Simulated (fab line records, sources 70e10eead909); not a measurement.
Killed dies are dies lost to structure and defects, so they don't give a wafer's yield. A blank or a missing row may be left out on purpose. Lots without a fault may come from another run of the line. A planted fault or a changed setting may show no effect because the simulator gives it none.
A struck lot beside a sound one | flow nand_harc | 15 steps out of a route of 1159
Sound: wafers L213.1, L213.2, L213.5. Struck: wafers L214.1, L214.3, L214.4. The cause comes at the end.
At each step with rows: each side's tool, then ch and its chambers, then its first start. Under that, the readings that differ: sound wafers | struck wafers | difference of the means | sigmas: that difference in standard deviations of wafers without a fault.
alike: readings whose means differ by less than 2 such deviations, and words and numbers that are the same on both sides. not compared: withheld readings, readings that some wafer has no value for, bounds like >300 that may hide the same value, and numbers for which the record gives no deviation and whose values overlap.
The two part at a step that has a row with sigmas, a row that says differs or no value, or rows on one side only. Numbers that don't overlap but have no deviation are shown without sigmas and don't part them. A reading that every wafer of one side lacks parts them only if that side has two wafers or more.

first, 4 steps without rows for these wafers: NHARC_P_M0_EBR_05; NHARC_P_M0_EXPOSE_06 (exposes mask P M0, target cd 90 nm); NHARC_P_M0_PEB_07 (peb time 65 s); NHARC_P_M0_DEVELOP_08 (develop time 35 s).
NHARC_P_M0_CD_MEAS_09: target cd 90 nm.
  sound on cd_sem-01 ch 0, day 7 16:02; struck on cd_sem-01 ch 0, day 7 20:40
  alike: cd_nm
NHARC_P_M0_OVL_MEAS_10: pitch 180 nm.
  sound on overlay-02, day 7 16:07; struck on overlay-02, day 7 20:45
  alike: overlay_x_nm, overlay_y_nm
NHARC_P_M0_INSPECT_11:
  sound on defect_inspect-02, day 7 16:09; struck on defect_inspect-01, day 7 20:47
  alike: raw_defect_count
NHARC_P_M0_DESCUM_14: chemistry O2, time 3 s.
  sound on rie_diel-10 ch 0,3, day 7 16:13; struck on rie_diel-03 ch 0,2,3, day 7 20:50
  alike: drypump_motor_current_A, oes_product_au, rf_vpp_V, showerhead_plenum_p_Torr, throttle_valve_pct
  not compared: rf_hours_counter_h
NHARC_P_M0_ETCH_34: etches the open film in N2/H2, target depth 40 nm, overetch 12 nm, time 43.94 s.
  sound on rie_diel-10 ch 0,1, day 7 16:18; struck on rie_diel-03 ch 0,2,3, day 7 20:57
  alike: drypump_motor_current_A, oes_product_au, rf_vpp_V, showerhead_plenum_p_Torr, throttle_valve_pct
  not compared: rf_hours_counter_h
NHARC_P_M0_ETCH_15: etches the open film in C4F8/Ar, target depth 150 nm, overetch 15 nm, time 82.5 s.
  sound on rie_diel-10 ch 0,3; struck on rie_diel-03 ch 0,2,3
  alike: oes_product_au, rf_vpp_V
  not compared: rf_hours_counter_h
NHARC_P_M0_CD_MEAS_16:
  sound on cd_sem-01, day 7 16:31; struck on cd_sem-02, day 7 21:11
  alike: cd_nm
NHARC_P_M0_STRIP_18: strips in N2/H2.
  sound on rie_diel-05 ch 1,3, day 7 16:37; struck on rie_diel-10 ch 1,2,3, day 7 21:16
  alike: chamber_pressure_mTorr, drypump_motor_current_A, oes_product_au, rf_vpp_V, showerhead_plenum_p_Torr, throttle_valve_pct
  not compared: rf_hours_counter_h
NHARC_P_M0_STRIP_19: strips in post etch residue remover, time 600 s.
  sound on wet_bench-03 ch 0,1,3, day 7 16:53; struck on wet_bench-03 ch 1,3,5, day 7 21:32
  no value came back on the struck wafers for bath_heat_duty_pct (%), run_length_s (s), time_s (s); on the sound wafers bath_heat_duty_pct (%) reads 16.1 16.0 11.2
NHARC_P_M0_DEGAS_28: time 60 s.
  sound on pvd_sputter-03, day 7 17:08; struck on pvd_sputter-02, day 7 21:48
  alike: heater_power_w
NHARC_END_SORT_01:
  the record has rows for the sound wafers here (prober-01 ch 0, day 21 11:04) and none for the struck ones

WHERE THEY PART
First at NHARC_P_M0_STRIP_19; last, within this record, at NHARC_END_SORT_01.

WHY: what the simulator had put in
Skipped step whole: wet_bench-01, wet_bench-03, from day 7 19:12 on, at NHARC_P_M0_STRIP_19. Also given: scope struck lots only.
